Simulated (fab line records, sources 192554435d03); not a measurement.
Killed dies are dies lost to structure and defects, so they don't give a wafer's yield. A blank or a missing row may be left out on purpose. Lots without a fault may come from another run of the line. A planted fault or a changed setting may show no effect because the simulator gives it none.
fab line records | flow n5_finfet
record lots=7 wafers=18 last_day=21
route steps=1938 shown BEOL_M1@778 BEOL_M4@1111
lots that met no fault: from a run of the same line without faults
start_h: hours from the record's first day to the start of the lot's first wafer shown | wait_h: hours since the lot's step before | " the same as in the row above | L1.1+2: a row that stands for several wafers | - no value, or no start given | * or withheld: withheld | < > ~ a bound
route shown NAME@n: a module of which the file shows steps, and the number in the route of the first | usual: mean/standard deviation of fault-free wafers | same: alike in all rows | chamber/n: place in a boat | sites: the reading at each site | _std_site: their standard deviation | _edge_site: outer sites' mean less inner sites' | radius_mm: how far each site lies from the wafer's centre | mask NAME#n: copy n | behind: the tool/chamber that last shaped the wafer | hold: why the lot was held/for how many hours/how that ended | device: the transistor (n, p or np) that didn't switch | end of line: the same wafers' tests at the end of the route | a step without rows: its recipe alone | killed: dies lost to structure and defects at the first sort, not the wafer's yield | map: a wafer's dies, x killed, . not, _ none there
set.NAME: the setting as run; set.NAME@STEP: as run at that earlier step | model.NAME: the simulator's own value behind a step, which no gauge read
lots at some steps of the route; a table a step, a row a wafer
services: from which hour (start_h, from the record's first day; less than 0 if before it) a tool's chamber was out of use, for how many hours, and why
## steps
# step N5_BEOL_M1_COAT_68
# recipe resist=SiARC temp_c=220 time_s=60 spin_rpm=1500 resist_thk_nm=12
# step N5_BEOL_M1_COAT_76
# recipe resist=underlayer temp_c=205 time_s=60 spin_rpm=1500 resist_thk_nm=5
# step N5_BEOL_M1_COAT_22
# recipe resist=CAR-EUV spin_rpm=1500 resist_thk_nm=30
# step N5_BEOL_M1_EBR_24
# recipe solvent=PGMEA ebr_width_mm=1.5
# step N5_BEOL_M1_SOFTBAKE_23
# recipe temp_c=110 time_s=60 resist=CAR-EUV
# step N5_BEOL_M1_EXPOSE_25
# recipe mask_id=V0 na=0.33 source_shape=quasar sigma_inner=0.2 sigma_outer=0.8 polarization=unpolarized defocus_nm=5 target_cd_nm=24 dose_mj=63
# step N5_BEOL_M1_PEB_26
# recipe peb_temp_c=100 peb_time_s=60 resist=CAR-EUV
# step N5_BEOL_M1_DEVELOP_27
# recipe develop_time_s=30 developer=TMAH resist=CAR-EUV rinse_liquid=surfactant_rinse dry=air_spin dev_temp_c=23
# step N5_BEOL_M1_CD_MEAS_28
# recipe landing_energy_ev=500 detector=se_inlens target_cd_y_nm=23.3
# usual cd_nm=23.95/0.27
# columns lot.wafer tool chamber start_h wait_h cd_nm
L197.2 cd_sem-03 0 156.05 - 23.81
L197.3 " 0 " " 24.60
L197.6 " 0 " " 24.30
L203.3 cd_sem-03 0 171.30 - 23.75
L203.4 " 0 " " 23.53
L203.5 " 0 " " 23.94
L205.3 cd_sem-02 0 180.93 - 23.67
L205.4 " 0 " " 23.54
L205.6 " 0 " " 24.08
L206.2 cd_sem-02 0 191.10 - 24.34
L206.4 " 0 " " 24.11
L208.1 cd_sem-03 0 197.74 - 23.85
L208.2 " 0 " " 23.98
L213.2 cd_sem-01 0 230.10 - 23.48
L213.3 " 0 " " 23.80
L219.1 cd_sem-03 0 266.79 - 24.00
L219.4 " 0 " " 23.84
L219.5 " 0 " " 23.94
# step N5_BEOL_M1_OVL_MEAS_29
# recipe points_per_wafer=522
# usual V0_OVL=-0.1/0.65
# columns lot.wafer tool chamber start_h wait_h V0_OVL[nm]
L197.2 overlay-01 0 156.09 0.0 -0.4
L197.3 " 0 " " -0.5
L197.6 " 0 " " -0.3
L203.3 overlay-02 0 171.34 0.0 -0.5
L203.4 " 0 " " -0.4
L203.5 " 0 " " -0.3
L205.3 overlay-02 0 180.97 0.0 1.2
L205.4 " 0 " " 0.1
L205.6 " 0 " " -0.5
L206.2 overlay-01 0 191.14 0.0 -0.3
L206.4 " 0 " " 0.4
L208.1 overlay-01 0 197.77 0.0 -1.1
L208.2 " 0 " " -0.3
L213.2 overlay-02 0 230.14 0.0 -0.6
L213.3 " 0 " " 0.3
L219.1 overlay-01 0 266.82 0.0 1.0
L219.4 " 0 " " 0.0
L219.5 " 0 " " -0.4
# step N5_BEOL_M1_INSPECT_30
# recipe mode=adi inspect_instrument=brightfield
# usual raw_defect_count=412/84
# columns lot.wafer tool chamber start_h wait_h raw_defect_count
L197.2 defect_inspect-02 - 156.14 0.0 403
L197.3 " - " " 405
L197.6 " - " " 530
L203.3 defect_inspect-02 - 171.39 0.0 295
L203.4 " - " " 316
L203.5 " - " " 480
L205.3 defect_inspect-01 - 181.02 0.0 378
L205.4 " - " " 413
L205.6 " - " " 374
L206.2 defect_inspect-01 - 191.19 0.0 440
L206.4 " - " " 405
L208.1 defect_inspect-02 - 197.83 0.1 451
L208.2 " - " " 406
L213.2 defect_inspect-01 - 230.19 0.0 438
L213.3 " - " " 348
L219.1 defect_inspect-01 - 266.88 0.1 406
L219.4 " - " " 268
L219.5 " - " " 332
# step N5_BEOL_M1_DESCUM_33
# recipe chemistry=O2 time_s=7 source_power_w=50 bias_power_w=20 pressure_mtorr=20 rf_frequency_hz=2.712e+07 temp_c=40 resist=CAR-EUV o2_flow_sccm=225
# usual drypump_motor_current_A=5.7/0.39 oes_product_au=0.78/0.091 rf_vpp_V=243.0/1.5 showerhead_plenum_p_Torr=2.08/0.075 throttle_valve_pct=20.4/0.35
# columns lot.wafer tool chamber start_h wait_h drypump_motor_current_A oes_product_au rf_hours_counter_h rf_vpp_V showerhead_plenum_p_Torr throttle_valve_pct
L197.2 rie_diel-03 2 156.17 0.0 6.0 0.72 179 241.5 1.99 20.1
L197.3 " 1 " " 5.9 0.73 205 243.7 2.15 20.3
L197.6 " 3 " " 6.5 0.76 - 243.5 2.11 20.3
L203.3 rie_diel-06 1 171.42 0.0 5.7 0.78 129 242.7 2.02 21.0
L203.4 " 3 " " 5.3 0.66 - 241.4 1.94 20.8
L203.5 " 1 " " 5.6 0.78 - 242.3 2.03 20.9
L205.3 rie_diel-06 1 181.05 0.0 5.6 0.78 133 241.1 2.02 20.9
L205.4 " 1 " " 5.6 0.78 - 243.2 2.02 20.9
L205.6 " 2 " " 5.8 0.71 - 244.7 2.15 19.9
L206.2 rie_diel-06 1 191.22 0.0 5.7 0.78 137 242.2 2.02 21.0
L206.4 " 2 " " 5.8 0.72 - 244.7 2.15 19.9
L208.1 rie_diel-06 2 198.00 0.2 5.8 0.71 176 243.7 2.15 19.9
L208.2 " 0 " " 5.7 0.97 11 241.3 2.07 20.1
L213.2 rie_diel-03 0 230.22 0.0 5.2 0.93 6 241.5 2.04 20.3
L213.3 " 3 " " 6.5 0.73 149 243.1 2.10 20.4
L219.1 rie_diel-06 1 266.91 0.0 5.7 0.75 162 242.0 2.01 21.0
L219.4 " 3 " " 5.4 0.91 20 242.7 2.20 20.4
L219.5 " 2 " " 5.8 0.70 - 243.6 2.14 19.9
# step N5_BEOL_M1_ETCH_77
# recipe chemistry=N2/H2 target=underlayer target_depth_a=65 mask_material=CAR-EUV time_s=5.2 ion_energy_ev=200 pressure_mtorr=30 source_w=840 bias_w=150 n2_flow_sccm=200 h2_flow_sccm=200 ends=cleared
# usual drypump_motor_current_A=5.7/0.39 etch_rf_on_time_s=5.18/0.14 oes_product_au=0.67/0.076 rf_vpp_V=524/3 showerhead_plenum_p_Torr=2.52/0.096 throttle_valve_pct=17.8/0.32
# columns lot.wafer tool chamber start_h wait_h drypump_motor_current_A etch_rf_on_time_s oes_product_au rf_hours_counter_h rf_vpp_V showerhead_plenum_p_Torr throttle_valve_pct
L197.2 rie_diel-03 2 156.21 0.0 6.0 5.07 0.63 179 521 2.43 17.6
L197.3 " 1 " " 5.9 5.02 0.64 205 526 2.63 17.9
L197.6 " 3 " " 6.5 5.40 0.64 - 527 2.54 17.6
L203.3 rie_diel-06 1 171.46 0.0 5.6 5.21 0.67 129 521 2.42 18.0
L203.4 " 3 " " 5.3 5.23 0.57 - 519 2.41 18.5
L203.5 " 1 " " 5.7 5.19 0.67 - 520 2.42 18.0
L205.3 rie_diel-06 1 181.08 0.0 5.6 5.17 0.66 133 521 2.42 18.0
L205.4 " 1 " " 5.6 5.11 0.67 - 522 2.42 18.1
L205.6 " 2 " " 5.8 6.21 0.57 - 525 2.64 17.4
L206.2 rie_diel-06 1 191.26 0.0 5.6 6.00 0.61 137 521 2.42 18.0
L206.4 " 2 " " 5.8 5.29 0.62 - 528 2.64 17.5
L208.1 rie_diel-06 2 198.04 0.0 5.8 5.30 0.62 176 527 2.64 17.5
L208.2 " 0 " " 5.7 6.04 0.76 11 522 2.49 17.3
L213.2 rie_diel-03 0 230.26 0.0 5.3 5.06 0.81 6 523 2.49 17.7
L213.3 " 3 " " 6.5 5.32 0.62 149 523 2.53 17.6
L219.1 rie_diel-06 1 266.94 0.0 5.6 5.23 0.65 162 521 2.41 18.1
L219.4 " 3 " " 5.4 5.16 0.79 20 529 2.72 18.2
L219.5 " 2 " " 5.8 5.31 0.61 - 527 2.63 17.5
# step N5_BEOL_M1_ETCH_69
# recipe chemistry=CF4 target=SiARC target_depth_a=156 mask_material=CAR-EUV time_s=26 ion_energy_ev=80 pressure_mtorr=40 source_w=545 bias_w=36 Ar_flow_sccm=100 cf4_flow_sccm=100 ends=cleared
# usual drypump_motor_current_A=5.7/0.39 etch_rf_on_time_s=25.9/0.72 oes_product_au=0.67/0.076 rf_vpp_V=184.0/1.3 showerhead_plenum_p_Torr=2.14/0.073 throttle_valve_pct=15.7/0.32
# columns lot.wafer tool chamber start_h wait_h drypump_motor_current_A etch_rf_on_time_s oes_product_au rf_hours_counter_h rf_vpp_V showerhead_plenum_p_Torr throttle_valve_pct
L197.2 rie_diel-03 2 156.23 0.0 6.0 25.3 0.62 179 182.6 2.04 15.3
L197.3 " 1 " " 5.9 24.8 0.64 205 183.9 2.20 15.6
L197.6 " 3 " " 6.5 26.9 0.65 - 182.8 2.18 15.6
L203.3 rie_diel-06 1 171.47 0.0 5.6 26.3 0.67 129 183.0 2.08 16.0
L203.4 " 3 " " 5.4 26.2 0.57 - 182.3 2.04 16.2
L203.5 " 1 " " 5.6 26.2 0.66 - 182.4 2.08 16.1
L205.3 rie_diel-06 1 181.10 0.0 5.7 25.9 0.67 133 184.1 2.08 16.1
L205.4 " 1 " " 5.6 25.6 0.67 - 182.3 2.08 16.1
L205.6 " 2 " " 5.8 25.8 0.63 - 184.4 2.23 15.3
L206.2 rie_diel-06 1 191.28 0.0 5.6 26.3 0.67 137 183.0 2.08 16.0
L206.4 " 2 " " 5.8 26.5 0.62 - 184.2 2.22 15.3
L208.1 rie_diel-06 2 198.06 0.0 5.8 26.3 0.61 176 185.6 2.22 15.3
L208.2 " 0 " " 5.7 25.8 0.82 11 181.4 2.12 15.2
L213.2 rie_diel-03 0 230.27 0.0 5.2 24.4 0.81 6 183.2 2.11 15.6
L213.3 " 3 " " 6.4 26.9 0.63 149 184.7 2.17 15.7
L219.1 rie_diel-06 1 266.96 0.0 5.6 26.3 0.64 162 182.8 2.07 16.1
L219.4 " 3 " " 5.4 25.7 0.80 20 186.9 2.29 15.8
L219.5 " 2 " " 5.8 26.0 0.61 - 185.3 2.22 15.3
# step N5_BEOL_M4_RC_MEAS_101
# usual DIBL_N=37.7/2 DIBL_P=37.7/2.3 IOFF_N=0.18/0.039 IOFF_P=0.23/0.042 ION_N=681/12 ION_P=463/8 SS_N=71.9/0.68 SS_P=73.6/0.71 VT_N=248/3.2 VT_P=-249/3.1
# columns lot.wafer tool chamber start_h wait_h DIBL_N[mV/V] DIBL_P[mV/V] IOFF_N[nA/um] IOFF_P[nA/um] ION_N[uA/um] ION_P[uA/um] SS_N[mV/dec] SS_P[mV/dec] VT_N[mV] VT_P[mV]
L197.2 prober-01 0 274.08 0.2 36.4 34.7 0.17 0.20 700 469 71.9 72.9 246 -253
L197.3 " 0 " " 37.5 35.6 0.19 0.20 681 456 71.8 73.0 245 -250
L197.6 " 0 " " 35.1 33.7 0.15 0.19 683 466 71.0 72.4 248 -251
L203.3 prober-01 0 298.88 0.3 39.3 38.7 0.21 0.23 677 460 72.5 73.9 244 -252
L203.4 " 0 " " 37.5 38.0 0.18 0.21 678 464 72.2 73.0 248 -252
L203.5 " 0 " " 41.3 42.4 0.25 0.28 678 454 73.0 74.6 245 -249
L205.3 prober-01 0 310.26 0.3 40.5 41.4 0.24 0.33 702 483 72.5 74.7 245 -243
L205.4 " 0 " " 37.3 37.3 0.18 0.25 683 469 71.3 73.2 246 -245
L205.6 " 0 " " 38.5 38.3 0.19 0.26 669 464 71.7 73.8 250 -248
L206.2 prober-02 0 323.25 0.2 37.2 38.4 0.23 0.23 688 460 72.1 73.7 244 -251
L206.4 " 0 " " 32.6 33.4 0.13 0.17 686 460 70.9 72.3 247 -251
L208.1 prober-02 0 326.75 0.0 40.5 39.8 0.26 0.26 702 466 72.6 74.1 241 -245
L208.2 " 0 " " 38.0 37.5 0.19 0.22 694 467 72.0 73.7 247 -250
L213.2 prober-02 0 348.60 0.2 37.6 35.4 0.19 0.23 685 471 71.3 73.7 245 -247
L213.3 " 0 " " 37.2 36.4 0.17 0.23 674 463 71.4 73.9 248 -250
L219.1 prober-02 0 402.27 0.0 38.4 37.0 0.23 0.25 706 471 72.1 73.2 241 -246
L219.4 " 0 " " 37.0 34.9 0.16 0.21 663 455 71.9 72.4 251 -247
L219.5 " 0 " " 38.9 39.3 0.24 0.29 705 475 72.5 75.0 241 -245
## services
# columns tool chamber start_h hours kind
rie_diel-06 0 152.53 - clean
rie_diel-06 0 152.53 - consumable_replace:focus_ring
rie_diel-06 0 152.53 21.1 scheduled_down
rie_diel-06 0 152.53 21.1 vent_cycle
rie_diel-06 3 179.10 4.1 repair
rie_diel-06 3 183.24 - clean
rie_diel-06 3 183.24 - consumable_replace:focus_ring
rie_diel-06 3 183.24 - consumable_replace:showerhead
rie_diel-06 3 183.24 21.2 scheduled_down
rie_diel-06 3 183.24 21.2 vent_cycle
rie_diel-03 0 200.42 - clean
rie_diel-03 0 200.42 - consumable_replace:focus_ring
rie_diel-03 0 200.42 14.1 scheduled_down
rie_diel-03 0 200.42 14.1 vent_cycle
rie_diel-03 3 264.21 16.9 repair
rie_diel-03 0 266.87 9.2 repair
## key
first_sign step=N5_BEOL_M1_ETCH_77 reading=etch_rf_on_time_s direction=up sigmas=6.6 usual=* struck=*
effect none on later readings
met_at N5_BEOL_M1_ETCH_77
struck_wafers L205.6,L206.2,L208.2
onset_between 171.46 181.08
fault kind=process_parameter_drift tool=rie_diel-06 chamber=- onset_h=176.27 steps=N5_BEOL_M1_ETCH_77 channel=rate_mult offset=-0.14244 shape=step end_h=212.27 scope=struck_wafers_only
